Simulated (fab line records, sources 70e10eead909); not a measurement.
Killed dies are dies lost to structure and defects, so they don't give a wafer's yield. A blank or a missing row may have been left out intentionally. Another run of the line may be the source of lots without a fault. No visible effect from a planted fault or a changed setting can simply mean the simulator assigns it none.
Struck lot and sound lot, side by side | flow nandHarc | 19 steps out of a route of 1159
Sound: these wafers, L470.2, L470.4, L470.6. Struck: wafer L484.5; the same lot's L484.3 was not struck, so it is left out; see the end for the cause.
For every step that has rows: the tool of each side, followed by ch and its chambers, followed by its first start. Under that, the readings that differ: sound wafers | struck wafers | difference of the means | sigmas: that difference in standard deviations of wafers without a fault.
alike: same words and numbers on both sides, and readings whose means sit less than 2 such deviations apart. not compared: any withheld reading, any reading some wafer has no value for, any bound like >300 that may hide the same value, and any number with overlapping values for which the record gives no deviation.
The two part at a step that has a row with sigmas, a row that says differs or no value, or rows on one side only. When numbers do not overlap yet have no deviation, they are printed without sigmas and do not part them. Lack of a reading on every wafer of one side parts them only where that side has two or more wafers.

NHARC_A_ONON_D1_INSPECT_32:
  struck on defectInspect-01, day 12 11:31; sound on defectInspect-01, day 9 05:17
  alike: rawDefectCount
NHARC_A_CHANNEL_HOLE_D1_DEP_00: deposits aC, target thk 3100 nm.
  sound on aclDep-01 ch 0, day 9 05:41; struck on aclDep-03 ch 0, day 12 12:35
  alike: throttleValvePct
NHARC_A_CHANNEL_HOLE_D1_DEP_01: deposits SiON, target thk 140 nm.
  sound on pecvd-01 ch 0,1, day 9 07:22; struck on pecvd-03 ch 2, day 12 13:57
  alike: heaterPowerW, rfFwdPowerW
then, 9 steps without rows for these wafers: NHARC_A_CHANNEL_HOLE_D1_DEHYDRATE_02 (time 120 s); NHARC_A_CHANNEL_HOLE_D1_HMDS_03 (time 30 s); NHARC_A_CHANNEL_HOLE_D1_COAT_36 (time 75 s); NHARC_A_CHANNEL_HOLE_D1_COAT_37 (time 65 s); NHARC_A_CHANNEL_HOLE_D1_COAT_04 (resist thk 90 nm); NHARC_A_CHANNEL_HOLE_D1_SOFTBAKE_05 (time 55 s); NHARC_A_CHANNEL_HOLE_D1_EBR_06; NHARC_A_CHANNEL_HOLE_D1_EXPOSE_07 (exposes mask HOLE D1, target cd 100 nm); NHARC_A_CHANNEL_HOLE_D1_PEB_08 (peb time 65 s).
NHARC_A_CHANNEL_HOLE_D1_DEVELOP_09: develop time 35 s.
  sound on lithoTrack-06 ch 0, day 9 08:00; struck on lithoTrack-04 ch 0, day 12 14:00
reading            | sound             | struck | difference | sigmas
developerTempC (C) | 22.85 23.08 22.91 | 23.18  | +0.23      | +2
NHARC_A_CHANNEL_HOLE_D1_CD_MEAS_10: the cd target is 100 nm.
  sound on cdSem-01 ch 0, day 9 08:06; struck on cdSem-02 ch 0, day 12 14:37
  alike: cdNm
NHARC_A_CHANNEL_HOLE_D1_OVL_MEAS_11:
  struck on overlay-01, day 12 14:42; sound on overlay-02, day 9 08:11
reading         | sound          | struck | difference | sigmas
overlayYNm (nm) | -1.1 -0.9 -1.5 | 1.4    | +2.6       | +3
  alike: overlayXNm
NHARC_A_CHANNEL_HOLE_D1_INSPECT_12:
  struck on defectInspect-01, day 12 14:44; sound on defectInspect-02, day 9 08:13
  alike: rawDefectCount
NHARC_A_CHANNEL_HOLE_D1_DESCUM_15: chemistry O2, time 3 s.
  sound on rieDiel-09 ch 0,1,2, day 9 08:17; struck on rieDiel-09 ch 1, day 12 14:48
reading                           | sound           | struck | difference | sigmas
model.A_CHANNEL_HOLE_D1.cdNm (nm) | 100.7 102 100.8 | 102.1  | +0.9       | 
  alike: drypumpMotorCurrentA, oesProductAu, rfVppV, showerheadPlenumPTorr, throttleValvePct
  not compared: rfHoursCounterH
NHARC_A_CHANNEL_HOLE_D1_ETCH_38: etches the open film in CF4, target depth 39 nm, time 65 s.
  sound on rieDiel-09 ch 0,1,2, day 9 08:23; struck on rieDiel-09 ch 2, day 12 14:53
reading                           | sound             | struck | difference | sigmas
model.A_CHANNEL_HOLE_D1.cdNm (nm) | 100.1 101.6 100.5 | 102.6  | +1.9       | 
  alike: drypumpMotorCurrentA, oesProductAu, rfFwdPowerW, rfVppV, showerheadPlenumPTorr, throttleValvePct
  not compared: rfHoursCounterH
NHARC_A_CHANNEL_HOLE_D1_ETCH_39: etches the open film in N2/H2, target depth 260 nm, time 325 s.
  sound: rieDiel-09 ch 0,1; struck: rieDiel-09 ch 1
reading           | sound             | struck | difference | sigmas
h2FlowSccm (sccm) | 149.5 149.5 149.3 | 150.6  | +1.2       | +3
  alike: drypumpMotorCurrentA, oesProductAu, rfFwdPowerW, rfVppV, showerheadPlenumPTorr, throttleValvePct
  not compared: rfHoursCounterH

## WHERE THEY PART
Last at NHARC_A_CHANNEL_HOLE_D1_ETCH_39 as far as this record goes, first at NHARC_A_CHANNEL_HOLE_D1_DEVELOP_09.

WHY: whatever the simulator had introduced
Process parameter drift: lithoTrack-04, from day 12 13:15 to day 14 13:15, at NHARC_A_CHANNEL_HOLE_D1_DEVELOP_09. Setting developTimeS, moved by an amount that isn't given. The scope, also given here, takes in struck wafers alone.
